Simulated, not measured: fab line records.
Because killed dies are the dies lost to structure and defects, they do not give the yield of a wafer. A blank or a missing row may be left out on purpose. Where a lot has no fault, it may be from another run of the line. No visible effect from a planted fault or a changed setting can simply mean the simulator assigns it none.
Split-lot experiment / flow n5 finfet / on a route of 1938 steps: 7 lots, 39 wafers read

## THE SPLIT ITSELF
At N5_DUMMY_GATE_ETCH_31 (etches SiO2 in C4F6/O2, target depth 82.5 nm, time 27.5 s), the setting target depth a was moved away from the recipe's 825 angstrom on 18 of the 39 wafers read, by -11.1% to +12.3%. This setting was run at the recipe's value on the other wafers.

The reading is taken at the split's own step.

## THE READING
SOC_of_DUMMY_GATE_COAT_34.thk nm (the simulator's own value, which no gauge read), in nm, at N5_DUMMY_GATE_ETCH_31 (etches SiO2 in C4F6/O2, target depth 82.5 nm, time 27.5 s). The file does not state a usual value for it. Here, 21 wafers ran the recipe; their average is 52.0 nm with a standard deviation of 0.26 nm.

wafer=L078.1; tool, chamber at the split=rie diel-06, 1; target depth a as run, angstrom=733.3; against the recipe=-11.1%; SOC_of_DUMMY_GATE_COAT_34.thk nm, nm=52.6; against lot-mates on the recipe=+0.9
wafer=L078.2; tool, chamber at the split=rie diel-06, 3; target depth a as run, angstrom=733.3; against the recipe=-11.1%; SOC_of_DUMMY_GATE_COAT_34.thk nm, nm=52.8; against lot-mates on the recipe=+1.1
wafer=L078.3; tool, chamber at the split=rie diel-06, 0; target depth a as run, angstrom=825; against the recipe=recipe; SOC_of_DUMMY_GATE_COAT_34.thk nm, nm=51.6; against lot-mates on the recipe=-
wafer=L078.4; tool, chamber at the split=rie diel-06, 2; target depth a as run, angstrom=825; against the recipe=recipe; SOC_of_DUMMY_GATE_COAT_34.thk nm, nm=51.8; against lot-mates on the recipe=-
wafer=L078.5; tool, chamber at the split=rie diel-06, 0; target depth a as run, angstrom=733.3; against the recipe=-11.1%; SOC_of_DUMMY_GATE_COAT_34.thk nm, nm=52.8; against lot-mates on the recipe=+1.1
wafer=L078.6; tool, chamber at the split=rie diel-06, 3; target depth a as run, angstrom=825; against the recipe=recipe; SOC_of_DUMMY_GATE_COAT_34.thk nm, nm=51.6; against lot-mates on the recipe=-
wafer=L081.1; tool, chamber at the split=rie diel-06, 1; target depth a as run, angstrom=825; against the recipe=recipe; SOC_of_DUMMY_GATE_COAT_34.thk nm, nm=51.8; against lot-mates on the recipe=-
wafer=L081.2; tool, chamber at the split=rie diel-06, 2; target depth a as run, angstrom=825; against the recipe=recipe; SOC_of_DUMMY_GATE_COAT_34.thk nm, nm=51.6; against lot-mates on the recipe=-
wafer=L081.5; tool, chamber at the split=rie diel-06, 3; target depth a as run, angstrom=825; against the recipe=recipe; SOC_of_DUMMY_GATE_COAT_34.thk nm, nm=51.6; against lot-mates on the recipe=-
wafer=L088.1; tool, chamber at the split=rie diel-01, 1; target depth a as run, angstrom=926.3; against the recipe=+12.3%; SOC_of_DUMMY_GATE_COAT_34.thk nm, nm=51.2; against lot-mates on the recipe=-0.9
wafer=L088.2; tool, chamber at the split=rie diel-01, 3; target depth a as run, angstrom=926.3; against the recipe=+12.3%; SOC_of_DUMMY_GATE_COAT_34.thk nm, nm=51; against lot-mates on the recipe=-1.1
wafer=L088.3; tool, chamber at the split=rie diel-01, 2; target depth a as run, angstrom=926.3; against the recipe=+12.3%; SOC_of_DUMMY_GATE_COAT_34.thk nm, nm=51; against lot-mates on the recipe=-1.1
wafer=L088.4; tool, chamber at the split=rie diel-01, 2; target depth a as run, angstrom=825; against the recipe=recipe; SOC_of_DUMMY_GATE_COAT_34.thk nm, nm=52; against lot-mates on the recipe=-
wafer=L088.5; tool, chamber at the split=rie diel-01, 3; target depth a as run, angstrom=825; against the recipe=recipe; SOC_of_DUMMY_GATE_COAT_34.thk nm, nm=52.2; against lot-mates on the recipe=-
wafer=L088.6; tool, chamber at the split=rie diel-01, 1; target depth a as run, angstrom=825; against the recipe=recipe; SOC_of_DUMMY_GATE_COAT_34.thk nm, nm=52.2; against lot-mates on the recipe=-
wafer=L090.1; tool, chamber at the split=rie diel-06, 2; target depth a as run, angstrom=780.3; against the recipe=-5.4%; SOC_of_DUMMY_GATE_COAT_34.thk nm, nm=52.2; against lot-mates on the recipe=+0.4
wafer=L090.2; tool, chamber at the split=rie diel-06, 3; target depth a as run, angstrom=780.3; against the recipe=-5.4%; SOC_of_DUMMY_GATE_COAT_34.thk nm, nm=52.2; against lot-mates on the recipe=+0.4
wafer=L090.3; tool, chamber at the split=rie diel-06, 1; target depth a as run, angstrom=780.3; against the recipe=-5.4%; SOC_of_DUMMY_GATE_COAT_34.thk nm, nm=52.2; against lot-mates on the recipe=+0.4
wafer=L090.4; tool, chamber at the split=rie diel-06, 0; target depth a as run, angstrom=825; against the recipe=recipe; SOC_of_DUMMY_GATE_COAT_34.thk nm, nm=51.8; against lot-mates on the recipe=-
wafer=L090.5; tool, chamber at the split=rie diel-06, 3; target depth a as run, angstrom=825; against the recipe=recipe; SOC_of_DUMMY_GATE_COAT_34.thk nm, nm=51.8; against lot-mates on the recipe=-
wafer=L090.6; tool, chamber at the split=rie diel-06, 2; target depth a as run, angstrom=825; against the recipe=recipe; SOC_of_DUMMY_GATE_COAT_34.thk nm, nm=51.8; against lot-mates on the recipe=-
wafer=L092.1; tool, chamber at the split=rie diel-02, 2; target depth a as run, angstrom=888.7; against the recipe=+7.7%; SOC_of_DUMMY_GATE_COAT_34.thk nm, nm=51.8; against lot-mates on the recipe=-0.5
wafer=L092.2; tool, chamber at the split=rie diel-02, 0; target depth a as run, angstrom=825; against the recipe=recipe; SOC_of_DUMMY_GATE_COAT_34.thk nm, nm=52.4; against lot-mates on the recipe=-
wafer=L092.3; tool, chamber at the split=rie diel-02, 1; target depth a as run, angstrom=825; against the recipe=recipe; SOC_of_DUMMY_GATE_COAT_34.thk nm, nm=52.2; against lot-mates on the recipe=-
wafer=L092.4; tool, chamber at the split=rie diel-02, 3; target depth a as run, angstrom=888.7; against the recipe=+7.7%; SOC_of_DUMMY_GATE_COAT_34.thk nm, nm=51.6; against lot-mates on the recipe=-0.7
wafer=L092.5; tool, chamber at the split=rie diel-02, 3; target depth a as run, angstrom=888.7; against the recipe=+7.7%; SOC_of_DUMMY_GATE_COAT_34.thk nm, nm=51.4; against lot-mates on the recipe=-0.9
wafer=L092.6; tool, chamber at the split=rie diel-02, 2; target depth a as run, angstrom=825; against the recipe=recipe; SOC_of_DUMMY_GATE_COAT_34.thk nm, nm=52.2; against lot-mates on the recipe=-
wafer=L093.1; tool, chamber at the split=rie diel-01, 2; target depth a as run, angstrom=825; against the recipe=recipe; SOC_of_DUMMY_GATE_COAT_34.thk nm, nm=52; against lot-mates on the recipe=-
wafer=L093.2; tool, chamber at the split=rie diel-01, 3; target depth a as run, angstrom=825; against the recipe=recipe; SOC_of_DUMMY_GATE_COAT_34.thk nm, nm=52.2; against lot-mates on the recipe=-
wafer=L093.3; tool, chamber at the split=rie diel-01, 1; target depth a as run, angstrom=749.1; against the recipe=-9.2%; SOC_of_DUMMY_GATE_COAT_34.thk nm, nm=52.8; against lot-mates on the recipe=+0.6
wafer=L093.4; tool, chamber at the split=rie diel-01, 1; target depth a as run, angstrom=825; against the recipe=recipe; SOC_of_DUMMY_GATE_COAT_34.thk nm, nm=52.4; against lot-mates on the recipe=-
wafer=L093.5; tool, chamber at the split=rie diel-01, 2; target depth a as run, angstrom=749.1; against the recipe=-9.2%; SOC_of_DUMMY_GATE_COAT_34.thk nm, nm=52.6; against lot-mates on the recipe=+0.4
wafer=L093.6; tool, chamber at the split=rie diel-01, 3; target depth a as run, angstrom=749.1; against the recipe=-9.2%; SOC_of_DUMMY_GATE_COAT_34.thk nm, nm=52.8; against lot-mates on the recipe=+0.6
wafer=L095.1; tool, chamber at the split=rie diel-01, 1; target depth a as run, angstrom=825; against the recipe=recipe; SOC_of_DUMMY_GATE_COAT_34.thk nm, nm=52.2; against lot-mates on the recipe=-
wafer=L095.2; tool, chamber at the split=rie diel-01, 3; target depth a as run, angstrom=785.5; against the recipe=-4.8%; SOC_of_DUMMY_GATE_COAT_34.thk nm, nm=52.4; against lot-mates on the recipe=+0.3
wafer=L095.3; tool, chamber at the split=rie diel-01, 0; target depth a as run, angstrom=825; against the recipe=recipe; SOC_of_DUMMY_GATE_COAT_34.thk nm, nm=52; against lot-mates on the recipe=-
wafer=L095.4; tool, chamber at the split=rie diel-01, 2; target depth a as run, angstrom=785.5; against the recipe=-4.8%; SOC_of_DUMMY_GATE_COAT_34.thk nm, nm=52.2; against lot-mates on the recipe=+0.1
wafer=L095.5; tool, chamber at the split=rie diel-01, 2; target depth a as run, angstrom=785.5; against the recipe=-4.8%; SOC_of_DUMMY_GATE_COAT_34.thk nm, nm=52.4; against lot-mates on the recipe=+0.3
wafer=L095.6; tool, chamber at the split=rie diel-01, 3; target depth a as run, angstrom=825; against the recipe=recipe; SOC_of_DUMMY_GATE_COAT_34.thk nm, nm=52; against lot-mates on the recipe=-

THE FIT
A straight line over all 39 wafers: SOC_of_DUMMY_GATE_COAT_34.thk nm changes by -0.0687 nm for each +1% of target depth a; r = -0.89; the points scatter about the line by 0.22 nm.
The same after taking each lot's own level away (the mean of its wafers on the recipe; 39 wafers): -0.0822 nm for each +1%; r = -0.97; scatter 0.13 nm.
On that fit, the largest move of target depth a shifts the reading by 1 nm.
From 51.67 to 52.27 nm: that is the span of the lots' own levels, equal to 2.3 times the standard deviation above.
So the lot-to-lot level changes the slope: the two fits differ.
Check: with one of the wafers moved furthest among these (+12.3%) left out of the fit, the line predicts -1.05 nm for it against its lot-mates. Against them it came out at -0.933 nm.

## THE WHOLE CHAIN: every reading that the file lists as answering this split, in the file's order
step=N5_DUMMY_GATE_ETCH_31; what it does=etches SiO2 in C4F6/O2, target depth 82.5 nm, time 27.5 s; reading=etch.depth nm (the simulator's own value, which no gauge read); change (the file's fit)=+0.867 nm for each +1% of the setting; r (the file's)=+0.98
step=N5_DUMMY_GATE_ETCH_31; what it does=etches SiO2 in C4F6/O2, target depth 82.5 nm, time 27.5 s; reading=SOC_of_DUMMY_GATE_COAT_34.thk nm (the simulator's own value, which no gauge read); change (the file's fit)=-0.0817 nm for each +1% of the setting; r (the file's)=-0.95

## FILE'S OWN FIT
SOC_of_DUMMY_GATE_COAT_34.thk nm changes by -0.0817 nm for each +1% of target depth a, r = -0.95.
